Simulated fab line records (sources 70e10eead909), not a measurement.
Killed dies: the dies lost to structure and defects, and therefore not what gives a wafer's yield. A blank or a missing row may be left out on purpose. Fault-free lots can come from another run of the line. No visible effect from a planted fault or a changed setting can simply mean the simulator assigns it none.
fab line records + flow nandHarc
record:
- lots: 6
- wafers: 18
- lastDay: 24
route steps=1159 shown A_M1@1038 END@1159
lots that met no fault: taken from a fault-free run of the same line
startH: hours from the record's opening day to when the first of the lot's shown wafers began + waitH: hours elapsed since this lot's preceding step + " identical to the entry in the row above + L1.1+2: a single row standing in for several wafers + - no value, or no start given + * or withheld: withheld + < > ~ a bound
route shown NAME@n: NAME is a module with steps in the file, n the number in the route of the first one + usual: mean/standard deviation taken from wafers without a fault + same: alike in all rows + chamber/n: place in a boat + sites: the reading at each site + _std_site: standard deviation across them + _edge_site: the outer-site mean with the inner-site mean subtracted + radiusMm: for every site, how far away it sits from the centre of the wafer + mask NAME#n: copy n + behind: the last tool/chamber to shape the wafer + hold: why the lot went on hold/how many hours it stayed there/how the hold came to an end + device: whichever transistor did not switch (one of n, p or np) + end of line: the route-end tests of the same wafers + for a step that has no rows: nothing shown but its recipe + killed: at the first sort, the dies lost to defects and structure; wafer yield is something else + map: a wafer's dies, x killed, . not, _ none there
set.NAME: the run value of the setting; set.NAME@STEP: its run value at that earlier step + model.NAME: the simulator's own value behind a step, which no gauge read
lots at selected steps of the route; one table per step, one row per wafer
services: the hour from which a tool's chamber was out of use, counted from the record's first day as startH (under 0 if before that day), plus the number of hours and why
== steps ==
step: NHARC_A_M1_INSPECT_11
usual:
- rawDefectCount: 32/11
| lot.wafer | tool             | chamber | startH | waitH | rawDefectCount |
|-----------|------------------|---------|--------|-------|----------------|
| L727.2    | defectInspect-02 | -       | 433.67 | 0.0   | 29             |
| L727.3    | "                | -       | "      | "     | 30             |
| L727.4    | "                | -       | "      | "     | 36             |
| L733.1    | defectInspect-02 | -       | 454.35 | 0.0   | 57             |
| L733.4    | "                | -       | "      | "     | 29             |
| L733.6    | "                | -       | "      | "     | 52             |
| L732.1    | defectInspect-01 | -       | 454.99 | 0.0   | 26             |
| L732.3    | "                | -       | "      | "     | 38             |
| L732.4    | "                | -       | "      | "     | 44             |
| L735.3    | defectInspect-01 | -       | 467.30 | 0.0   | 35             |
| L735.4    | "                | -       | "      | "     | 28             |
| L735.6    | "                | -       | "      | "     | 26             |
| L743.1    | defectInspect-02 | -       | 524.33 | 0.0   | 43             |
| L743.3    | "                | -       | "      | "     | 44             |
| L743.4    | "                | -       | "      | "     | 53             |
| L746.1    | defectInspect-01 | -       | 540.13 | 0.0   | 17             |
| L746.2    | "                | -       | "      | "     | 20             |
| L746.5    | "                | -       | "      | "     | 18             |
step: NHARC_A_M1_DESCUM_14
recipe:
- timeS: 3
- o2FlowSccm: 200
- arFlowSccm: 0
- biasPowerW: 0
- chemistry: O2
usual:
- drypumpMotorCurrentA: 5.6/0.49
- oesProductAu: 0.993/0.014
- rfVppV: 58.0/0.84
- showerheadPlenumPTorr: 1.94/0.086
- throttleValvePct: 11.312/0.0092
| lot.wafer | tool       | chamber | startH | waitH | drypumpMotorCurrentA | oesProductAu | rfHoursCounterH | rfVppV | showerheadPlenumPTorr | throttleValvePct |
|-----------|------------|---------|--------|-------|----------------------|--------------|-----------------|--------|-----------------------|------------------|
| L727.3    | rieDiel-10 | 3       | 433.74 | 0.1   | 5.0                  | 0.978        | 4               | 57.3   | 2.05                  | 11.300           |
| L727.2    | "          | 0       | "      | "     | 5.8                  | 0.995        | 7               | 57.6   | 1.84                  | 11.298           |
| L727.4    | "          | 1       | "      | "     | 5.7                  | 0.951        | 8               | 55.8   | 1.85                  | 11.315           |
| L733.1    | rieDiel-05 | 0       | 454.43 | 0.1   | 5.5                  | 1.001        | 3               | 56.5   | 1.99                  | 11.309           |
| L733.4    | "          | 1       | "      | "     | 6.7                  | 1.007        | 7               | 58.2   | 2.04                  | 11.308           |
| L733.6    | "          | 3       | "      | "     | 5.7                  | 0.984        | -               | 58.1   | 1.92                  | 11.304           |
| L732.1    | rieDiel-10 | 2       | 455.05 | 0.1   | 5.3                  | 1.004        | 9               | 59.5   | 1.83                  | 11.319           |
| L732.3    | "          | 3       | "      | "     | 5.0                  | 0.998        | 6               | 58.1   | 2.05                  | 11.319           |
| L732.4    | "          | 0       | "      | "     | 5.8                  | 1.007        | 9               | 58.1   | 1.84                  | 11.329           |
| L735.3    | rieDiel-10 | 1       | 467.37 | 0.1   | 5.7                  | 0.978        | 10              | 56.6   | 1.85                  | 11.312           |
| L735.4    | "          | 3       | "      | "     | 5.0                  | 0.981        | 6               | 59.3   | 2.05                  | 11.331           |
| L735.6    | "          | 1       | "      | "     | 5.7                  | 0.967        | -               | 57.8   | 1.85                  | 11.309           |
| L743.1    | rieDiel-10 | 3       | 524.39 | 0.1   | 5.0                  | 0.992        | 10              | 57.6   | 2.05                  | 11.323           |
| L743.4    | "          | 1       | "      | "     | 5.7                  | 0.961        | 13              | 57.8   | 1.84                  | 11.325           |
| L743.3    | "          | 2       | "      | "     | 5.3                  | 0.981        | 13              | 58.0   | 1.82                  | 11.303           |
| L746.2    | rieDiel-10 | 1       | 540.21 | 0.1   | 5.7                  | 0.961        | 0               | 57.7   | 1.84                  | 11.295           |
| L746.1    | "          | 2       | "      | "     | 5.3                  | 0.993        | 0               | 57.9   | 1.82                  | 11.297           |
| L746.5    | "          | 0       | "      | "     | 5.8                  | 0.998        | -               | 57.4   | 1.84                  | 11.320           |
step: NHARC_A_M1_ETCH_35
recipe:
- targetDepthA: 400
- overetchA: 120
- timeS: 43.94
- ionEnergyEv: 200
- n2FlowSccm: 150
- h2FlowSccm: 150
- arFlowSccm: 0
- rfW: 400
- biasW: 150
- chemistry: N2/H2
usual:
- drypumpMotorCurrentA: 5.6/0.45
- oesProductAu: 0.991/0.013
- rfVppV: 431.5/2.6
- showerheadPlenumPTorr: 2.08/0.092
- throttleValvePct: 14.171/0.009
| lot.wafer | tool       | chamber | startH | waitH | drypumpMotorCurrentA | oesProductAu | rfHoursCounterH | rfVppV | showerheadPlenumPTorr | throttleValvePct |
|-----------|------------|---------|--------|-------|----------------------|--------------|-----------------|--------|-----------------------|------------------|
| L727.4    | rieDiel-10 | 2       | 433.82 | 0.1   | 5.3                  | 0.994        | 8               | 428.1  | 1.94                  | 14.177           |
| L727.2    | "          | 0       | "      | "     | 5.8                  | 0.990        | 7               | 427.6  | 1.96                  | 14.177           |
| L727.3    | "          | 1       | "      | "     | 5.8                  | 0.957        | 8               | 427.9  | 1.97                  | 14.162           |
| L733.1    | rieDiel-05 | 0       | 454.51 | 0.1   | 5.5                  | 1.005        | 3               | 432.4  | 2.13                  | 14.187           |
| L733.4    | "          | 1       | "      | "     | 6.7                  | 1.005        | 7               | 435.9  | 2.18                  | 14.185           |
| L733.6    | "          | 3       | "      | "     | 5.7                  | 0.984        | -               | 431.4  | 2.05                  | 14.162           |
| L732.3    | rieDiel-10 | 3       | 455.14 | 0.1   | 5.0                  | 0.990        | 6               | 433.1  | 2.19                  | 14.159           |
| L732.4    | "          | 1       | "      | "     | 5.7                  | 0.963        | 9               | 428.9  | 1.97                  | 14.191           |
| L732.1    | "          | 2       | "      | "     | 5.3                  | 0.986        | 9               | 428.7  | 1.94                  | 14.158           |
| L735.3    | rieDiel-10 | 3       | 467.44 | 0.1   | 5.0                  | 0.981        | 6               | 435.1  | 2.19                  | 14.170           |
| L735.4    | "          | 2       | "      | "     | 5.3                  | 0.979        | 9               | 428.4  | 1.94                  | 14.159           |
| L735.6    | "          | 0       | "      | "     | 5.8                  | 0.997        | -               | 428.2  | 1.96                  | 14.166           |
| L743.4    | rieDiel-10 | 3       | 524.48 | 0.1   | 5.0                  | 0.997        | 10              | 434.7  | 2.19                  | 14.178           |
| L743.1    | "          | 0       | "      | "     | 5.8                  | 1.001        | 13              | 428.8  | 1.96                  | 14.174           |
| L743.3    | "          | 1       | "      | "     | 5.7                  | 0.956        | 13              | 427.2  | 1.96                  | 14.189           |
| L746.2    | rieDiel-10 | 3       | 540.28 | 0.1   | 5.0                  | 1.004        | 0               | 434.6  | 2.19                  | 14.197           |
| L746.1    | "          | 0       | "      | "     | 5.8                  | 0.996        | 0               | 428.5  | 1.96                  | 14.157           |
| L746.5    | "          | 3       | "      | "     | 5.0                  | 1.000        | -               | 434.4  | 2.19                  | 14.167           |
step: NHARC_A_M1_ETCH_15
recipe:
- targetDepthA: 1825
- timeS: 91.2
- c4f8FlowSccm: withheld
- arFlowSccm: 400
- rfW: 600
- biasW: 300
- chemistry: C4F8/Ar
step: NHARC_A_M1_CD_MEAS_16
usual:
- cdNm: 119.5/0.78
| lot.wafer | tool     | chamber | startH | waitH | cdNm  |
|-----------|----------|---------|--------|-------|-------|
| L727.2    | cdSem-01 | -       | 434.04 | -     | 120.5 |
| L727.3    | "        | -       | "      | "     | 119.0 |
| L727.4    | "        | -       | "      | "     | 120.1 |
| L733.1    | cdSem-01 | -       | 454.73 | -     | 120.7 |
| L733.4    | "        | -       | "      | "     | 120.8 |
| L733.6    | "        | -       | "      | "     | 119.7 |
| L732.1    | cdSem-03 | -       | 455.36 | -     | 118.8 |
| L732.3    | "        | -       | "      | "     | 119.3 |
| L732.4    | "        | -       | "      | "     | 118.3 |
| L735.3    | cdSem-02 | -       | 467.67 | -     | 119.6 |
| L735.4    | "        | -       | "      | "     | 119.8 |
| L735.6    | "        | -       | "      | "     | 121.1 |
| L743.1    | cdSem-03 | -       | 524.70 | -     | 119.4 |
| L743.3    | "        | -       | "      | "     | 118.9 |
| L743.4    | "        | -       | "      | "     | 118.3 |
| L746.1    | cdSem-03 | -       | 540.49 | -     | 119.7 |
| L746.2    | "        | -       | "      | "     | 120.7 |
| L746.5    | "        | -       | "      | "     | 118.6 |
step: NHARC_A_M1_STRIP_18
recipe:
- powerW: 1000
- n2FlowSccm: 150
- h2FlowSccm: 150
- arFlowSccm: 0
- biasW: 0
- chemistry: N2/H2
usual:
- drypumpMotorCurrentA: 5.6/0.47
- oesProductAu: 0.994/0.012
- rfVppV: 91.1/0.89
- showerheadPlenumPTorr: 2.09/0.081
- throttleValvePct: 14.171/0.009
| lot.wafer | tool       | chamber | startH | waitH | drypumpMotorCurrentA | oesProductAu | rfHoursCounterH | rfVppV | showerheadPlenumPTorr | throttleValvePct |
|-----------|------------|---------|--------|-------|----------------------|--------------|-----------------|--------|-----------------------|------------------|
| L727.2    | rieDiel-05 | 3       | 434.11 | 0.1   | 5.7                  | 0.978        | 8               | 90.3   | 2.05                  | 14.165           |
| L727.3    | "          | 0       | "      | "     | 5.5                  | 0.986        | 1               | 90.9   | 2.13                  | 14.185           |
| L727.4    | "          | 0       | "      | "     | 5.5                  | 0.991        | -               | 91.3   | 2.13                  | 14.162           |
| L733.4    | rieDiel-12 | 1       | 454.83 | 0.1   | 6.2                  | 0.992        | 2               | 92.4   | 2.17                  | 14.182           |
| L733.1    | "          | 3       | "      | "     | 5.3                  | 1.001        | 2               | 90.6   | 2.11                  | 14.168           |
| L733.6    | "          | 1       | "      | "     | 6.2                  | 0.995        | -               | 90.8   | 2.17                  | 14.171           |
| L732.1    | rieDiel-05 | 1       | 455.43 | 0.1   | 6.7                  | 0.997        | 7               | 91.2   | 2.18                  | 14.163           |
| L732.3    | "          | 3       | "      | "     | 5.7                  | 0.982        | 9               | 91.6   | 2.05                  | 14.170           |
| L732.4    | "          | 0       | "      | "     | 5.5                  | 1.003        | 3               | 91.1   | 2.13                  | 14.183           |
| L735.3    | rieDiel-05 | 1       | 467.74 | 0.1   | 6.7                  | 1.015        | 8               | 91.1   | 2.18                  | 14.173           |
| L735.4    | "          | 2       | "      | "     | 5.3                  | 0.992        | 8               | 91.9   | 1.99                  | 14.175           |
| L735.6    | "          | 1       | "      | "     | 6.7                  | 1.008        | -               | 91.8   | 2.18                  | 14.186           |
| L743.4    | rieDiel-12 | 1       | 524.77 | 0.1   | 6.2                  | 1.003        | 3               | 91.8   | 2.17                  | 14.159           |
| L743.1    | "          | 3       | "      | "     | 5.3                  | 0.994        | 3               | 91.1   | 2.10                  | 14.154           |
| L743.3    | "          | 0       | "      | "     | 5.3                  | 0.999        | 3               | 91.3   | 2.18                  | 14.170           |
| L746.2    | rieDiel-05 | 3       | 540.57 | 0.1   | 5.7                  | 1.002        | 0               | 90.9   | 2.05                  | 14.175           |
| L746.1    | "          | 0       | "      | "     | 5.5                  | 1.002        | 0               | 90.5   | 2.13                  | 14.181           |
| L746.5    | "          | 0       | "      | "     | 5.5                  | 1.001        | -               | 89.7   | 2.13                  | 14.154           |
step: NHARC_A_M1_ETCH_28
recipe:
- targetDepthA: 300
- overEtchFrac: 0.3
- timeS: 72.99
- ionEnergyEv: 150
- cf4FlowSccm: 50
- n2FlowSccm: 100
- arFlowSccm: 150
- rfW: 300
- biasW: 100
- chemistry: CF4/N2
usual:
- drypumpMotorCurrentA: 5.6/0.45
- oesProductAu: 0.995/0.013
- rfVppV: 315.2/1.8
- showerheadPlenumPTorr: 2.68/0.094
- throttleValvePct: 19.794/0.0084
| lot.wafer | tool       | chamber | startH | waitH | drypumpMotorCurrentA | oesProductAu | rfHoursCounterH | rfVppV | showerheadPlenumPTorr | throttleValvePct |
|-----------|------------|---------|--------|-------|----------------------|--------------|-----------------|--------|-----------------------|------------------|
| L727.2    | rieDiel-05 | 2       | -      | -     | 5.3                  | 0.983        | 6               | 313.5  | 2.57                  | 19.786           |
| L727.3    | "          | 3       | "      | "     | 5.7                  | 0.976        | 8               | 313.6  | 2.64                  | 19.795           |
| L727.4    | "          | 1       | "      | "     | 6.7                  | 1.003        | 7               | 317.9  | 2.79                  | 19.782           |
| L733.1    | rieDiel-12 | 1       | -      | -     | 6.2                  | 1.005        | 2               | 316.1  | 2.78                  | 19.792           |
| L733.4    | "          | 0       | "      | "     | 5.3                  | 0.987        | 2               | 316.7  | 2.79                  | 19.805           |
| L733.6    | "          | 1       | "      | "     | 6.2                  | 0.994        | -               | 317.7  | 2.78                  | 19.805           |
| L732.4    | rieDiel-05 | 0       | -      | -     | 5.5                  | 0.993        | 3               | 315.4  | 2.73                  | 19.795           |
| L732.3    | "          | 1       | "      | "     | 6.7                  | 0.997        | 8               | 316.0  | 2.79                  | 19.793           |
| L732.1    | "          | 2       | "      | "     | 5.3                  | 0.978        | 7               | 312.4  | 2.57                  | 19.798           |
| L735.4    | rieDiel-05 | 0       | -      | -     | 5.5                  | 1.002        | 3               | 314.1  | 2.73                  | 19.803           |
| L735.3    | "          | 1       | "      | "     | 6.7                  | 1.000        | 8               | 317.2  | 2.79                  | 19.795           |
| L735.6    | "          | 3       | "      | "     | 5.7                  | 0.986        | -               | 315.9  | 2.64                  | 19.799           |
| L743.4    | rieDiel-12 | 0       | -      | -     | 5.3                  | 1.004        | 3               | 315.7  | 2.79                  | 19.792           |
| L743.3    | "          | 1       | "      | "     | 6.2                  | 0.997        | 3               | 317.3  | 2.78                  | 19.801           |
| L743.1    | "          | 2       | "      | "     | 5.2                  | 1.008        | 4               | 316.0  | 2.70                  | 19.782           |
| L746.2    | rieDiel-05 | 2       | -      | -     | 5.3                  | 0.998        | 0               | 312.5  | 2.56                  | 19.790           |
| L746.1    | "          | 1       | "      | "     | 6.7                  | 0.994        | 0               | 316.4  | 2.79                  | 19.790           |
| L746.5    | "          | 3       | "      | "     | 5.7                  | 0.990        | -               | 315.2  | 2.64                  | 19.797           |
step: NHARC_A_M1_STRIP_19
recipe:
- timeS: 600
- tempC: 30
- chemistry: postEtchResidueRemover
step: NHARC_A_M1_DEGAS_29
recipe:
- tempC: 250
- timeS: 60
usual:
- heaterPowerW: 343/30
| lot.wafer | tool          | chamber | startH | waitH | heaterPowerW |
|-----------|---------------|---------|--------|-------|--------------|
| L727.4    | pvdSputter-01 | -       | 434.80 | -     | 354          |
| L727.2    | "             | -       | "      | "     | 296          |
| L727.3    | "             | -       | "      | "     | 299          |
| L733.4    | pvdSputter-01 | -       | 455.44 | -     | 312          |
| L733.1    | "             | -       | "      | "     | 284          |
| L733.6    | "             | -       | "      | "     | 290          |
| L732.1    | pvdSputter-03 | -       | 456.07 | -     | 391          |
| L732.3    | "             | -       | "      | "     | 372          |
| L732.4    | "             | -       | "      | "     | 353          |
| L735.4    | pvdSputter-03 | -       | 468.39 | -     | 349          |
| L735.3    | "             | -       | "      | "     | 340          |
| L735.6    | "             | -       | "      | "     | 365          |
| L743.3    | pvdSputter-01 | -       | 525.41 | -     | 294          |
| L743.1    | "             | -       | "      | "     | 336          |
| L743.4    | "             | -       | "      | "     | 344          |
| L746.1    | pvdSputter-02 | -       | 541.22 | -     | 340          |
| L746.2    | "             | -       | "      | "     | 368          |
| L746.5    | "             | -       | "      | "     | 341          |
step: NHARC_A_M1_PRE_CLEAN_30
recipe:
- timeS: 30
- tempC: 280
- gas: H2/He
step: NHARC_A_M1_PVD_20
recipe:
- targetThkA: 50
- biasV: 168.6
- powerW: 15000
- chamberPressurePa: 0.12
- timeS: 8.06
- substrateTempC: 50
- material: TaN
step: NHARC_A_M1_PVD_21
recipe:
- targetThkA: 300
- chamberPressurePa: 5
- powerW: 5000
- substrateTempC: 30
- timeS: 20.49
- material: Cu
step: NHARC_A_M1_ECD_22
recipe:
- targetThkA: 4000
- bathTempC: 25
- material: Cu
| lot.wafer  | tool     | chamber | startH | waitH |
|------------|----------|---------|--------|-------|
| L727.2+4+3 | ecdCu-02 | 0,1,0   | 435.22 | -     |
| L733.1+4+6 | ecdCu-02 | 1,1,0   | 455.85 | -     |
| L732.1+3+4 | ecdCu-01 | 0,1,0   | 456.48 | -     |
| L735.4+3+6 | ecdCu-01 | 1,0,0   | 468.84 | -     |
| L743.1+3+4 | ecdCu-01 | 1,1,0   | 525.77 | -     |
| L746.2+1+5 | ecdCu-01 | 1,0,0   | 541.59 | -     |
step: NHARC_A_M1_ANNEAL_31
recipe:
- tempC: 225
- timeS: 90
step: NHARC_A_M1_CMP_23
recipe:
- tOverpolishS: 20
- targetThkNm: 154.34
usual:
- edgeZonePressureFrac: 0.999/0.0051
- motorCurrentA: 12.2/0.81
- timeToEndpointS: 30/3.3
| lot.wafer | tool   | chamber | startH | waitH | edgeZonePressureFrac | motorCurrentA | timeToEndpointS |
|-----------|--------|---------|--------|-------|----------------------|---------------|-----------------|
| L727.3    | cmp-01 | 3       | 435.92 | -     | 0.999                | 11.7          | 29              |
| L727.2    | "      | 0       | "      | "     | 0.998                | 10.6          | 25              |
| L727.4    | "      | 1       | "      | "     | 0.989                | 12.6          | 32              |
| L733.1    | cmp-02 | 2       | 456.55 | -     | 1.004                | 13.6          | 34              |
| L733.4    | "      | 3       | "      | "     | 0.997                | 12.5          | 30              |
| L733.6    | "      | 1       | "      | "     | 1.005                | 12.3          | 32              |
| L732.1    | cmp-03 | 3       | 457.19 | -     | 0.999                | 13.2          | 20              |
| L732.3    | "      | 1       | "      | "     | 0.994                | 11.3          | 28              |
| L732.4    | "      | 2       | "      | "     | 0.997                | 13.2          | 17              |
| L735.4    | cmp-01 | 2       | 469.51 | -     | 1.009                | 11.5          | 31              |
| L735.3    | "      | 3       | "      | "     | 0.997                | 12.1          | 16              |
| L735.6    | "      | 2       | "      | "     | 1.006                | 11.4          | 16              |
| L743.4    | cmp-01 | 2       | 526.49 | -     | 0.995                | 11.4          | 31              |
| L743.1    | "      | 3       | "      | "     | 1.006                | 12.1          | 29              |
| L743.3    | "      | 0       | "      | "     | 0.999                | 10.7          | 32              |
| L746.1    | cmp-03 | 3       | 542.34 | -     | 0.990                | 13.0          | 33              |
| L746.2    | "      | 0       | "      | "     | 1.002                | 11.3          | 34              |
| L746.5    | "      | 2       | "      | "     | 0.991                | 13.3          | 29              |
step: NHARC_A_M1_THK_MEAS_24
recipe:
- thkMeasGauge: xrf
usual:
- thkNm: 155.0/1.7
| lot.wafer | tool         | chamber | startH | waitH | thkNm |
|-----------|--------------|---------|--------|-------|-------|
| L727.2    | filmMetro-01 | -       | 436.20 | -     | 152.8 |
| L727.3    | "            | -       | "      | "     | 153.7 |
| L727.4    | "            | -       | "      | "     | 157.0 |
| L733.1    | filmMetro-01 | -       | 456.83 | -     | 155.4 |
| L733.4    | "            | -       | "      | "     | 156.7 |
| L733.6    | "            | -       | "      | "     | 156.4 |
| L732.1    | filmMetro-02 | -       | 457.50 | -     | 153.8 |
| L732.3    | "            | -       | "      | "     | 153.9 |
| L732.4    | "            | -       | "      | "     | 155.4 |
| L735.3    | filmMetro-01 | -       | 469.80 | -     | 155.5 |
| L735.4    | "            | -       | "      | "     | 157.0 |
| L735.6    | "            | -       | "      | "     | 157.0 |
| L743.1    | filmMetro-02 | -       | 526.81 | -     | 152.9 |
| L743.3    | "            | -       | "      | "     | 154.4 |
| L743.4    | "            | -       | "      | "     | 155.3 |
| L746.1    | filmMetro-01 | -       | 542.63 | -     | 152.9 |
| L746.2    | "            | -       | "      | "     | 155.8 |
| L746.5    | "            | -       | "      | "     | 154.3 |
step: NHARC_END_SORT_01
recipe:
- tempC: 25
usual:
- defectLimitedYield: 95.7/1.2
- killedAtArray: 25/7.8
- killedAtOther: 0.6/0.81
- killedAtPeriphery: 3.3/2.2
- killedDies: 29/8.2
- killedOpen: 3.5/1.9
- killedShort: 1.8/1.3
- sort_bin_2_pct: 1.3/0.5
- sort_bin_3_pct: 0.23/0.21
- sort_bin_4_pct: 2.8/0.9
- sortNPass: 648/8.2
- sortRimYieldPct: 94.3/2.8
- sortYieldPct: 95.7/1.2
same:
- grossDies: 677
- sort_bin_5_pct[%]: 0
- sort_bin_6_pct[%]: 0
- sort_bin_7_pct[%]: 0
- sort_bin_8_pct[%]: 0
- sortRimNGross: 106.00
| lot.wafer | tool      | chamber | startH | waitH | defectLimitedYield[%] | killedAtArray | killedAtOther | killedAtPeriphery | killedDies | killedOpen | killedShort | sort_bin_2_pct[%] | sort_bin_3_pct[%] | sort_bin_4_pct[%] | sortNPass | sortRimYieldPct[%] | sortYieldPct[%] |
|-----------|-----------|---------|--------|-------|-----------------------|---------------|---------------|-------------------|------------|------------|-------------|-------------------|-------------------|-------------------|-----------|--------------------|-----------------|
| L727.2    | prober-02 | 0       | 472.05 | 2.8   | 95.4                  | 25            | 3             | 3                 | 31         | 3          | 2           | 2.2               | 0.44              | 1.9               | 646       | 94.3               | 95.4            |
| L727.3    | prober-02 | 0       | 472.85 | 3.1   | 95.6                  | 26            | 3             | 1                 | 30         | 1          | 2           | 1.2               | 0.15              | 3.1               | 647       | 92.5               | 95.6            |
| L727.4    | prober-02 | 0       | 473.64 | 3.4   | 96.3                  | 23            | 0             | 2                 | 25         | 2          | 1           | 0.9               | 0.59              | 2.2               | 652       | 93.4               | 96.3            |
| L733.1    | prober-01 | 0       | 490.24 | 2.5   | 92.8                  | 40            | 0             | 9                 | 49         | 4          | 0           | 1.6               | 0.44              | 5.2               | 628       | 93.4               | 92.8            |
| L733.4    | prober-01 | 0       | 492.66 | 3.4   | 96.0                  | 22            | 0             | 5                 | 27         | 3          | 1           | 1.8               | 0.15              | 2.1               | 650       | 92.5               | 96.0            |
| L733.6    | prober-01 | 0       | 494.27 | 4.0   | 93.5                  | 39            | 0             | 5                 | 44         | 3          | 4           | 1.6               | 0                 | 4.9               | 633       | 91.5               | 93.5            |
| L735.4    | prober-02 | 0       | 508.30 | 3.4   | 96.5                  | 22            | 0             | 2                 | 24         | 2          | 1           | 1.5               | 0.15              | 1.9               | 653       | 95.3               | 96.5            |
| L743.1    | prober-02 | 0       | 557.00 | 2.5   | 96.6                  | 21            | 0             | 2                 | 23         | 2          | 2           | 1.5               | 0.30              | 1.6               | 654       | 90.6               | 96.6            |
| L743.3    | prober-02 | 0       | 558.60 | 3.1   | 95.7                  | 29            | 0             | 0                 | 29         | 2          | 0           | 1.2               | 0.30              | 2.8               | 648       | 93.4               | 95.7            |
| L743.4    | prober-02 | 0       | 559.40 | 3.4   | 96.2                  | 25            | 0             | 1                 | 26         | 0          | 5           | 0.7               | 0.74              | 2.4               | 651       | 90.6               | 96.2            |
killed by level:class
L727.2 A_CHANNEL_HOLE_D1:chamberFilmFlake=8 A_SLIT:chamberFilmFlake=6 A_STAIRCASE:chamberFilmFlake=5 THIN_TSV:chamberFilmFlake=3 A_WL_FILL:chamberFilmFlake=2 P_CONTACT:geometricParticle:short=1 P_M0:geometricParticle:open=1 A_ONON_D1:geometricParticle:short=1
L727.3 A_CHANNEL_HOLE_D1:chamberFilmFlake=12 A_SLIT:chamberFilmFlake=11 THIN_TSV:chamberFilmFlake=2 A_SGD_CUT:geometricParticle:short=1 A_BLC:geometricParticle:open=1 P_GATE:chamberFilmFlake=1 STARTING-WAFER:geometricParticle:short=1 A_CONTACT:chamberFilmFlake=1
L727.4 A_SLIT:chamberFilmFlake=7 A_CHANNEL_HOLE_D1:chamberFilmFlake=7 A_CONTACT:chamberFilmFlake=4 P_STI:chamberFilmFlake=2 A_ONON_D1:geometricParticle:short=1 A_WL_FILL:geometricParticle:open=1 A_M0:geometricParticle:open=1 A_STAIRCASE:chamberFilmFlake=1
L733.1 A_SLIT:chamberFilmFlake=20 A_CHANNEL_HOLE_D1:chamberFilmFlake=15 P_STI:chamberFilmFlake=3 A_WL_FILL:chamberFilmFlake=2 A_CONTACT:chamberFilmFlake=2 P_CONTACT:geometricParticle:open=1 P_M0:geometricParticle:open=1 P_M1:geometricParticle:open=1
L733.4 A_CHANNEL_HOLE_D1:chamberFilmFlake=8 A_SLIT:chamberFilmFlake=7 A_CONTACT:chamberFilmFlake=3 P_M0:geometricParticle:open=2 P_CONTACT:chamberFilmFlake=2 A_WL_FILL:chamberFilmFlake=2 A_CHANNEL_HOLE_D1:geometricParticle:short=1 A_CHANNEL_FILL_D1:geometricParticle:open=1
L733.6 A_CHANNEL_HOLE_D1:chamberFilmFlake=17 A_SLIT:chamberFilmFlake=10 A_CONTACT:chamberFilmFlake=4 P_STI:chamberFilmFlake=2 A_WL_FILL:chamberFilmFlake=2 P_GATE:geometricParticle:short=1 A_ONON_D1:geometricParticle:open=1 A_CHANNEL_FILL_D1:geometricParticle:open=1
L735.4 A_SLIT:chamberFilmFlake=10 A_ZERO_WELL:chamberFilmFlake=5 A_M0:geometricParticle:open=2 A_CHANNEL_HOLE_D1:chamberFilmFlake=2 A_CONTACT:chamberFilmFlake=2 P_CONTACT:geometricParticle:short=1 P_GATE:chamberFilmFlake=1 A_STAIRCASE:chamberFilmFlake=1
L743.1 A_CHANNEL_HOLE_D1:chamberFilmFlake=12 A_CONTACT:chamberFilmFlake=2 A_BLC:chamberFilmFlake=2 A_CHANNEL_FILL_D1:geometricParticle:short=1 A_CONTACT:geometricParticle:open=1 A_BLC:geometricParticle:short=1 A_BLC:geometricParticle:open=1 P_ZERO_WELL:chamberFilmFlake=1
L743.3 A_CHANNEL_HOLE_D1:chamberFilmFlake=18 A_CONTACT:chamberFilmFlake=5 A_STAIRCASE:chamberFilmFlake=3 A_CHANNEL_FILL_D1:geometricParticle:open=2 A_BLC:chamberFilmFlake=1
L743.4 A_CHANNEL_HOLE_D1:chamberFilmFlake=13 A_WL_FILL:geometricParticle:short=2 A_STAIRCASE:chamberFilmFlake=2 A_CONTACT:chamberFilmFlake=2 A_BLC:chamberFilmFlake=2 A_ONON_D1:geometricParticle:short=1 A_CHANNEL_HOLE_D1:geometricParticle:short=1 A_CHANNEL_FILL_D1:geometricParticle:short=1
== services ==
| tool          | chamber | startH | hours | kind   |
|---------------|---------|--------|-------|--------|
| rieDiel-05    | 2       | 411.47 | 4.8   | repair |
| rieDiel-10    | 0       | 411.53 | -     | clean  |
| rieDiel-10    | 1       | 411.53 | -     | clean  |
| rieDiel-10    | -       | 419.87 | 0.7   | repair |
| cmp-02        | -       | 422.50 | 4.0   | pm     |
| rieDiel-05    | 1       | 425.04 | 9.3   | repair |
| cmp-03        | -       | 433.47 | 3.3   | repair |
| ecdCu-01      | -       | 448.05 | 8.0   | pm     |
| cmp-03        | -       | 450.00 | 4.0   | pm     |
| pvdSputter-03 | -       | 458.00 | 10.0  | pm     |
| rieDiel-10    | 2       | 458.84 | 5.7   | repair |
| rieDiel-05    | 0       | 469.56 | 15.5  | repair |
| cmp-01        | -       | 473.68 | 4.0   | pm     |
| pvdSputter-01 | -       | 474.85 | 2.0   | repair |
| rieDiel-05    | -       | 486.62 | 0.6   | repair |
| cmp-02        | -       | 497.18 | 25.7  | repair |
| rieDiel-05    | 1       | 510.18 | 1.3   | repair |
| pvdSputter-03 | -       | 510.81 | 0.7   | repair |
| pvdSputter-01 | -       | 515.14 | 10.0  | pm     |
| ecdCu-02      | -       | 517.32 | 5.1   | repair |
| rieDiel-05    | -       | 517.73 | 9.0   | pm     |
| rieDiel-10    | -       | 530.50 | 9.0   | pm     |
| ecdCu-02      | -       | 532.00 | 8.0   | pm     |
| rieDiel-12    | -       | 541.46 | 0.2   | repair |
== key ==
firstSign:
- step: NHARC_A_M1_CMP_23
- reading: timeToEndpointS
- direction: down
- sigmas: 3.9
- usual: *
- struck: *
effect none on later readings
metAt NHARC_A_M1_ECD_22
struckWafers L732.1,L732.4,L735.3,L735.6
fault:
- kind: processParameterDrift
- tool: ecdCu-01
- chamber: 0
- onsetH: 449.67
- steps: NHARC_A_M1_ECD_22
- channel: targetThkA
- offset: *
- shape: step
- endH: 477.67
- actsIn: *
- stated: *
